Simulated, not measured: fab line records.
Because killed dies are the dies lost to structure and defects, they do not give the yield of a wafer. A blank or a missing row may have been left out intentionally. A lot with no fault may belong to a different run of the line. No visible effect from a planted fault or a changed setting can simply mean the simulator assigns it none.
fab line records | flow n5Finfet
record: lots: 10 | wafers: 29 | lastDay: 18
route steps=1938 shown BEOL_M14@1716
lots with no fault: from the same line, run without faults
startH: the number of hours between the record's first day and the start of the first shown wafer of the lot | waitH: time in hours since the lot's previous step | " repeats the value in the row above | L1.1+2: a single row standing in for several wafers | - value missing, or start not given | * or withheld: withheld | < > ~ a bound
route shown NAME@n: a module of which the file shows steps, and the number in the route of the first | usual: mean and standard deviation over wafers with no fault | same: alike in all rows | chamber/n: place in a boat | sites: the reading at each site | _std_site: how widely they spread, as a standard deviation | _edge_site: mean of outer sites minus mean of inner sites | radiusMm: for every site, how far away it sits from the centre of the wafer | mask NAME#n: copy n | behind: tool/chamber where the wafer was last shaped | hold: reason for holding the lot/hours on hold/outcome of the hold | device: transistor that didn't switch, given as n, p or np | end of line: the tests these same wafers got at the end of their route | a step without rows: its recipe alone | killed: dies lost to structure and defects at the first sort, not the wafer's yield | map: shows each die of a wafer: x if killed, . if not, _ if none is there
set.NAME: the setting the step ran with; set.NAME@STEP: the setting that earlier step ran with | model.NAME: the simulator's own value behind a step, which no gauge read
steps of the route over a sample of lots; a table a step, a row a wafer
services: a tool's chamber out of use, with start hour (startH, from the record's first day; less than 0 if before it), hours out, and reason
== steps ==
step: N5_BEOL_M14_ILD_DEP_00
recipe: material: SiO2 | targetThkA: 11193 | tempC: 400 | precursor: TEOS/O2 | pressureTorr: 6.5 | rfW: 900 | teosFlowSccm: 161.4 | gas: O2 | flowSccm: 2650 | timeS: 237.4
usual: heaterPowerW: 581/110 | showerheadPlenumPTorr: 8.35/0.042 | throttleValvePct: 18.9/0.91
lot.wafer | tool     | chamber | startH | waitH | heaterPowerW | showerheadPlenumPTorr | throttleValvePct
L315.2    | pecvd-02 | 2       | 240.45 | 0.0   | 454          | 8.30                  | 17.7
L315.4    | "        | 0       | "      | "     | 488          | 8.34                  | 18.4
L315.6    | "        | 1       | "      | "     | 588          | 8.41                  | 18.7
L316.1    | pecvd-02 | 0       | 262.92 | 0.0   | 593          | 8.32                  | 18.3
L316.4    | "        | 2       | "      | "     | 405          | 8.30                  | 17.8
L316.6    | "        | 1       | "      | "     | 552          | 8.42                  | 18.8
L317.3    | pecvd-04 | 2       | 272.70 | 0.0   | 691          | 8.30                  | 17.7
L317.5    | "        | 2       | "      | "     | 741          | 8.32                  | 17.8
L317.6    | "        | 0       | "      | "     | 612          | 8.37                  | 19.3
L319.1    | pecvd-03 | 1       | 281.87 | 0.0   | 608          | 8.34                  | 20.7
L319.3    | "        | 1       | "      | "     | 700          | 8.34                  | 20.5
L319.4    | "        | 0       | "      | "     | 502          | 8.34                  | 19.1
L320.1    | pecvd-03 | 0       | 299.40 | 0.0   | 531          | 8.35                  | 19.3
L320.3    | "        | 1       | "      | "     | 656          | 8.34                  | 20.7
L331.1    | pecvd-04 | 0       | 359.57 | 0.0   | 676          | 8.35                  | 20.0
L331.3    | "        | 2       | "      | "     | 705          | 8.32                  | 17.7
L331.5    | "        | 0       | "      | "     | 739          | 8.34                  | 19.3
L332.3    | pecvd-02 | 1       | 363.19 | 0.0   | 564          | 8.44                  | 18.8
L332.5    | "        | 0       | "      | "     | 601          | 8.31                  | 18.5
L332.6    | "        | 2       | "      | "     | 397          | 8.31                  | 18.1
L336.1    | pecvd-02 | 1       | 396.32 | 0.0   | 578          | 8.42                  | 18.9
L336.4    | "        | 1       | "      | "     | 451          | 8.41                  | 18.9
L336.5    | "        | 2       | "      | "     | 498          | 8.28                  | 18.4
L337.1    | pecvd-04 | 0       | 405.29 | 0.0   | 744          | 8.36                  | 19.9
L337.2    | "        | 1       | "      | "     | 835          | 8.37                  | 20.6
L337.5    | "        | 0       | "      | "     | 595          | 8.36                  | 19.9
L338.2    | pecvd-03 | 0       | 407.07 | 0.0   | 516          | 8.34                  | 19.3
L338.3    | "        | 2       | "      | "     | 445          | 8.32                  | 18.9
L338.5    | "        | 0       | "      | "     | 389          | 8.34                  | 19.2
step: N5_BEOL_M14_VIA_ETCH_16
recipe: chemistry: C4F8/O2/Ar | target: SiO2 | heInnerTorr: 15 | heOuterTorr: 30 | targetDepthA: 12313 | timeS: withheld | ionEnergyEv: 800 | pressureMtorr: 20 | sourceW: 1905 | biasW: 2040 | Ar_flow_sccm: 400 | C4F8_flow_sccm: 16 | O2_flow_sccm: 12 | ends: cleared
usual: drypumpMotorCurrentA: 5.6/0.59 | oes_ar_750_au: 0.80/0.077 | oesProductAu: 0.73/0.072 | rfVppV: 2233/25 | showerheadPlenumPTorr: 3.42/0.11 | throttleValvePct: 30.83/0.26
lot.wafer | tool       | chamber | startH | waitH | drypumpMotorCurrentA | oes_ar_750_au | oesProductAu | rfVppV | showerheadPlenumPTorr | throttleValvePct
L315.2    | rieDiel-01 | 3       | 241.12 | 0.0   | 5.3                  | 0.93          | 0.85         | 2262   | 3.36                  | 30.61
L315.4    | "          | 0       | "      | "     | 4.9                  | 0.78          | 0.70         | 2243   | 3.31                  | 30.92
L315.6    | "          | 2       | "      | "     | 6.5                  | 0.82          | 0.73         | 2206   | 3.49                  | 30.50
L316.1    | rieDiel-01 | 2       | 263.86 | 0.0   | 6.4                  | 0.81          | 0.73         | 2204   | 3.49                  | 30.53
L316.4    | "          | 1       | "      | "     | 5.1                  | 0.72          | 0.65         | 2229   | 3.40                  | 30.77
L316.6    | "          | 3       | "      | "     | 5.3                  | 0.91          | 0.82         | 2262   | 3.36                  | 30.60
L317.3    | rieDiel-05 | 2       | 273.37 | 0.0   | 5.5                  | 0.90          | 0.83         | 2271   | 3.51                  | 30.61
L317.5    | "          | 2       | "      | "     | 5.5                  | 0.90          | 0.83         | 2270   | 3.51                  | 30.62
L317.6    | "          | 1       | "      | "     | 5.8                  | 0.96          | 0.86         | 2228   | 3.40                  | 30.74
L319.1    | rieDiel-06 | 3       | 282.69 | 0.0   | 5.4                  | 0.91          | 0.83         | 2284   | 3.67                  | 31.20
L319.3    | "          | 1       | "      | "     | 4.9                  | 0.72          | 0.66         | 2190   | 3.32                  | 31.49
L319.4    | "          | 2       | "      | "     | 6.6                  | 0.93          | 0.84         | 2236   | 3.64                  | 30.67
L320.1    | rieDiel-01 | 3       | 300.28 | 0.0   | 5.3                  | 0.89          | 0.82         | 2261   | 3.35                  | 30.62
L320.3    | "          | 1       | "      | "     | 5.1                  | 0.71          | 0.64         | 2228   | 3.39                  | 30.80
L331.1    | rieDiel-01 | 2       | 360.37 | 0.0   | 6.4                  | 0.79          | 0.70         | 2202   | 3.47                  | 30.55
L331.3    | "          | 3       | "      | "     | 5.3                  | 0.86          | 0.77         | 2258   | 3.34                  | 30.63
L331.5    | "          | 0       | "      | "     | 4.9                  | 0.75          | 0.67         | 2240   | 3.29                  | 30.96
L332.3    | rieDiel-01 | 1       | 364.27 | 0.0   | 5.0                  | 0.70          | 0.62         | 2227   | 3.38                  | 30.81
L332.5    | "          | 1       | "      | "     | 5.1                  | 0.69          | 0.62         | 2227   | 3.38                  | 30.81
L332.6    | "          | 0       | "      | "     | 4.9                  | 0.74          | 0.68         | 2243   | 3.28                  | 30.98
L336.1    | rieDiel-01 | 3       | 397.00 | 0.0   | 5.2                  | 0.83          | 0.76         | 2259   | 3.33                  | 30.64
L336.4    | "          | 0       | "      | "     | 4.9                  | 0.74          | 0.67         | 2240   | 3.28                  | 30.97
L336.5    | "          | 3       | "      | "     | 5.2                  | 0.84          | 0.76         | 2260   | 3.33                  | 30.66
L337.1    | rieDiel-01 | 2       | 406.02 | 0.0   | 6.5                  | 0.76          | 0.68         | 2199   | 3.46                  | 30.56
L337.2    | "          | 3       | "      | "     | 5.2                  | 0.83          | 0.76         | 2259   | 3.33                  | 30.65
L337.5    | "          | 0       | "      | "     | 4.9                  | 0.73          | 0.66         | 2241   | 3.28                  | 30.99
L338.2    | rieDiel-05 | 3       | 407.94 | 0.0   | 6.1                  | 0.90          | 0.82         | 2237   | 3.51                  | 31.07
L338.3    | "          | 0       | "      | "     | 6.1                  | 0.79          | 0.71         | 2201   | 3.33                  | 30.67
L338.5    | "          | 0       | "      | "     | 6.1                  | 0.78          | 0.71         | 2199   | 3.33                  | 30.67
step: N5_BEOL_M14_ETCH_67
recipe: chemistry: CF4 | target: SiARC | targetDepthA: 1430 | timeS: 238.3 | ionEnergyEv: 80 | pressureMtorr: 40 | sourceW: 545 | biasW: 36 | Ar_flow_sccm: 100 | cf4FlowSccm: 100 | ends: cleared
usual: drypumpMotorCurrentA: 5.6/0.57 | etchRfOnTimeS: 238/3.3 | oesProductAu: 0.69/0.071 | rfVppV: 184.1/1.3 | showerheadPlenumPTorr: 2.15/0.075 | throttleValvePct: 15.55/0.29
lot.wafer | tool       | chamber | startH | waitH | drypumpMotorCurrentA | etchRfOnTimeS | oesProductAu | rfHoursCounterH | rfVppV | showerheadPlenumPTorr | throttleValvePct
L315.2    | rieDiel-01 | 1       | 242.59 | 0.0   | 5.1                  | 241           | 0.61         | 184             | 183.8  | 2.13                  | 15.60
L315.4    | "          | 2       | "      | "     | 6.4                  | 232           | 0.70         | 90              | 183.4  | 2.17                  | 15.27
L315.6    | "          | 0       | "      | "     | 4.9                  | 240           | 0.67         | -               | 182.0  | 2.06                  | 15.72
L316.1    | rieDiel-05 | 2       | 265.55 | 0.0   | 5.5                  | 236           | 0.78         | 18              | 184.7  | 2.18                  | 15.09
L316.4    | "          | 1       | "      | "     | 5.8                  | 239           | 0.82         | 8               | 185.7  | 2.11                  | 15.32
L316.6    | "          | 2       | "      | "     | 5.5                  | 237           | 0.78         | -               | 184.6  | 2.18                  | 15.07
L317.3    | rieDiel-06 | 2       | 274.17 | 0.0   | 6.6                  | 237           | 0.80         | 24              | 184.9  | 2.28                  | 15.30
L317.5    | "          | 1       | "      | "     | 4.8                  | 236           | 0.62         | -               | 181.8  | 2.06                  | 16.07
L317.6    | "          | 2       | "      | "     | 6.6                  | 235           | 0.81         | -               | 185.3  | 2.28                  | 15.28
L319.1    | rieDiel-06 | 1       | 283.60 | 0.0   | 4.8                  | 237           | 0.62         | 197             | 185.3  | 2.06                  | 16.05
L319.3    | "          | 2       | "      | "     | 6.7                  | 236           | 0.79         | 29              | 186.7  | 2.28                  | 15.31
L319.4    | "          | 0       | "      | "     | 5.6                  | 236           | 0.64         | 197             | 183.8  | 2.14                  | 15.76
L320.1    | rieDiel-06 | 1       | 301.09 | 0.0   | 4.8                  | 153           | 0.80         | 204             | 182.5  | 2.06                  | 16.08
L320.3    | "          | 3       | "      | "     | 5.5                  | 241           | 0.77         | 11              | 186.7  | 2.27                  | 15.45
L331.1    | rieDiel-01 | 2       | 361.54 | 0.0   | 6.5                  | 233           | 0.66         | 132             | 183.9  | 2.16                  | 15.37
L331.3    | "          | 0       | "      | "     | 4.9                  | 243           | 0.63         | 173             | 182.5  | 2.05                  | 15.80
L331.5    | "          | 2       | "      | "     | 6.5                  | 230           | 0.67         | -               | 185.5  | 2.16                  | 15.36
L332.3    | rieDiel-01 | 1       | 365.26 | 0.0   | 5.0                  | 240           | 0.59         | 225             | 183.0  | 2.11                  | 15.67
L332.5    | "          | 2       | "      | "     | 6.4                  | 233           | 0.65         | -               | 183.4  | 2.16                  | 15.36
L332.6    | "          | 3       | "      | "     | 5.2                  | 241           | 0.72         | -               | 183.4  | 2.08                  | 15.35
L336.1    | rieDiel-05 | 2       | 398.06 | 0.0   | 5.5                  | 238           | 0.71         | 68              | 184.3  | 2.16                  | 15.16
L336.4    | "          | 3       | "      | "     | 6.1                  | 235           | 0.78         | 18              | 184.6  | 2.18                  | 15.62
L336.5    | "          | 2       | "      | "     | 5.5                  | 238           | 0.72         | -               | 184.5  | 2.16                  | 15.19
L337.1    | rieDiel-06 | 1       | 407.12 | 0.0   | 4.9                  | 240           | 0.59         | 234             | 181.8  | 2.05                  | 16.13
L337.2    | "          | 3       | "      | "     | 5.5                  | 243           | 0.71         | 46              | 186.6  | 2.26                  | 15.55
L337.5    | "          | 1       | "      | "     | 4.8                  | 238           | 0.60         | -               | 184.0  | 2.05                  | 16.14
L338.2    | rieDiel-05 | 3       | 408.75 | 0.0   | 6.1                  | 235           | 0.78         | 21              | 184.1  | 2.18                  | 15.61
L338.3    | "          | 0       | "      | "     | 6.1                  | 238           | 0.66         | 119             | 184.2  | 2.08                  | 15.43
L338.5    | "          | 2       | "      | "     | 5.5                  | 236           | 0.72         | -               | 184.7  | 2.16                  | 15.21
step: N5_BEOL_M14_ANNEAL_48
recipe: tempC: 225 | timeS: 90 | ambient: N2
usual: wafer_temp_C_max: 225.95/0.28
lot.wafer | tool         | chamber | startH | waitH | wafer_temp_C_max
L315.2    | rtpAnneal-02 | 0       | 244.32 | 0.3   | 225.42
L315.4    | "            | 0       | "      | "     | 225.65
L315.6    | "            | 0       | "      | "     | 225.65
L316.1    | rtpAnneal-01 | 0       | 267.68 | 0.1   | 225.98
L316.4    | "            | 0       | "      | "     | 225.77
L316.6    | "            | 0       | "      | "     | 225.92
L317.3    | rtpAnneal-01 | 0       | 277.74 | 1.0   | 226.03
L317.5    | "            | 0       | "      | "     | 226.35
L317.6    | "            | 0       | "      | "     | 225.75
L319.1    | rtpAnneal-02 | 0       | 287.40 | 0.3   | 226.10
L319.3    | "            | 0       | "      | "     | 225.86
L319.4    | "            | 0       | "      | "     | 226.02
L320.1    | rtpAnneal-02 | 0       | 304.68 | 0.8   | 226.14
L320.3    | "            | 0       | "      | "     | 225.81
L331.1    | rtpAnneal-02 | 0       | 364.99 | 0.1   | 225.58
L331.3    | "            | 0       | "      | "     | 225.71
L331.5    | "            | 0       | "      | "     | 226.04
L332.3    | rtpAnneal-02 | 0       | 368.41 | 0.2   | 225.29
L332.5    | "            | 0       | "      | "     | 225.99
L332.6    | "            | 0       | "      | "     | 225.54
L336.1    | rtpAnneal-01 | 0       | 400.95 | 0.4   | 226.04
L336.4    | "            | 0       | "      | "     | 225.80
L336.5    | "            | 0       | "      | "     | 226.10
L337.1    | rtpAnneal-02 | 0       | 415.71 | 0.1   | 225.69
L337.2    | "            | 0       | "      | "     | 225.64
L337.5    | "            | 0       | "      | "     | 225.62
L338.2    | rtpAnneal-01 | 0       | 415.79 | 0.2   | 225.76
L338.3    | "            | 0       | "      | "     | 226.27
L338.5    | "            | 0       | "      | "     | 225.50
== services ==
tool         | chamber | startH | hours | kind
rieDiel-05   | 1       | 219.55 | -     | clean
rieDiel-05   | 1       | 219.55 | -     | consumableReplace:focusRing
rieDiel-05   | 1       | 219.55 | 26.5  | scheduledDown
rieDiel-05   | 1       | 219.55 | 26.5  | ventCycle
rieDiel-05   | -       | 220.37 | 0.1   | repair
pecvd-03     | 1       | 241.93 | 22.3  | repair
rieDiel-05   | -       | 242.12 | 2.8   | pm
rieDiel-05   | 0       | 249.32 | 13.7  | repair
rieDiel-06   | 3       | 249.67 | -     | clean
rieDiel-06   | 3       | 249.67 | -     | consumableReplace:focusRing
rieDiel-06   | 3       | 249.67 | -     | consumableReplace:showerhead
rieDiel-01   | 1       | 266.36 | 5.0   | repair
pecvd-02     | 0       | 279.07 | 4.1   | repair
rieDiel-05   | 3       | 319.94 | -     | clean
rieDiel-05   | 3       | 319.94 | -     | consumableReplace:focusRing
rieDiel-05   | 3       | 319.94 | 23.7  | scheduledDown
rieDiel-05   | 3       | 319.94 | 23.7  | ventCycle
rieDiel-06   | -       | 323.83 | 2.8   | pm
pecvd-02     | -       | 339.09 | 14.6  | pm
rieDiel-06   | 1       | 353.19 | 3.7   | repair
pecvd-02     | -       | 359.09 | 0.9   | repair
pecvd-03     | -       | 361.79 | 0.8   | repair
rieDiel-01   | 0       | 368.40 | 6.1   | repair
rtpAnneal-01 | -       | 408.66 | 3.8   | pm
== key ==
firstSign: step: N5_BEOL_M14_ETCH_67 | reading: etchRfOnTimeS | direction: down | sigmas: 26 | usual: * | struck: *
effect none on later readings
metAt N5_BEOL_M14_ETCH_67
struckLots L320
struckWafers L320.1
notActingAt N5_BEOL_M14_ILD_DEP_00,N5_BEOL_M14_VIA_ETCH_16,N5_BEOL_M14_ANNEAL_48
onsetBetween 283.60 301.09
fault: kind: processParameterDrift | tool: rieDiel-06 | chamber: - | onsetH: 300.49 | steps: N5_BEOL_M14_ETCH_67 | channel: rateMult | offset: 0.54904 | shape: step | endH: 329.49 | scope: struckWafersOnly
